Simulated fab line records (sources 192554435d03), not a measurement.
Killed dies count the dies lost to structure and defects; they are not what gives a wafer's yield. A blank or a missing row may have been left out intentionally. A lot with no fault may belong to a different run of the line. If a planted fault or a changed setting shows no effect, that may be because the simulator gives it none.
Chamber matching || flow n5-finfet || 4 sister chambers for N5_BEOL_M0_SAQP_ETCH_83 on rie-diel-04
The step etches SiARC in CF4, target depth 39 nm, time 65 s. 4 wafers are shown with their chamber, then 8 later ones without.

WAFERS PAIRED WITH THEIR CHAMBERS
{"wafer": "L075.6", "chamber": 3, "showerhead-plenum-p-Torr (Torr)": 2.03}
{"wafer": "L085.5", "chamber": 0, "showerhead-plenum-p-Torr (Torr)": 2.19}
{"wafer": "L086.1", "chamber": 1, "showerhead-plenum-p-Torr (Torr)": 2.20}
{"wafer": "L092.2", "chamber": 2, "showerhead-plenum-p-Torr (Torr)": 2.20}

WAFERS WITHOUT THEIR CHAMBER
{"wafer": "L092.4", "showerhead-plenum-p-Torr (Torr)": 2.28}
{"wafer": "L092.6", "showerhead-plenum-p-Torr (Torr)": 2.20}
{"wafer": "L093.2", "showerhead-plenum-p-Torr (Torr)": 2.28}
{"wafer": "L093.5", "showerhead-plenum-p-Torr (Torr)": 2.28}
{"wafer": "L093.6", "showerhead-plenum-p-Torr (Torr)": 2.20}
{"wafer": "L094.1", "showerhead-plenum-p-Torr (Torr)": 2.20}
{"wafer": "L094.4", "showerhead-plenum-p-Torr (Torr)": 2.19}
{"wafer": "L094.6", "showerhead-plenum-p-Torr (Torr)": 2.20}

WHICH CHAMBER EACH ONE RAN IN
{"wafer": "L092.4", "from the rows above": "can't be placed: 1 or 2 or 0", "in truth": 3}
{"wafer": "L092.6", "from the rows above": "can't be placed: 1 or 2 or 0", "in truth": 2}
{"wafer": "L093.2", "from the rows above": "can't be placed: 1 or 2 or 0", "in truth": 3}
{"wafer": "L093.5", "from the rows above": "can't be placed: 1 or 2 or 0", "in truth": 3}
{"wafer": "L093.6", "from the rows above": "can't be placed: 1 or 2 or 0", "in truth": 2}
{"wafer": "L094.1", "from the rows above": "can't be placed: 1 or 2 or 0", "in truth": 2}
{"wafer": "L094.4", "from the rows above": "can't be placed: 0 or 1 or 2", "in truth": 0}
{"wafer": "L094.6", "from the rows above": "can't be placed: 1 or 2 or 0", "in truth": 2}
Placed correctly: 0 of 8. Unplaceable from these rows: 8, with the true chamber sitting among the candidates in 5. Number placed wrongly: 0.
How it was worked out, from the rows above alone: a wafer's distance from a chamber is the root of the sum, over the readings, of the square of ((its reading less the chamber's mean) divided by the reading's scatter). The wafer belongs to the nearest chamber; if the next one is less than 2 further off, it can't be placed. A chamber's mean is the mean of its shown wafers. The scatter: with one shown wafer a chamber, the root of the mean of the squares of how far each hidden wafer lies from its nearest shown one.
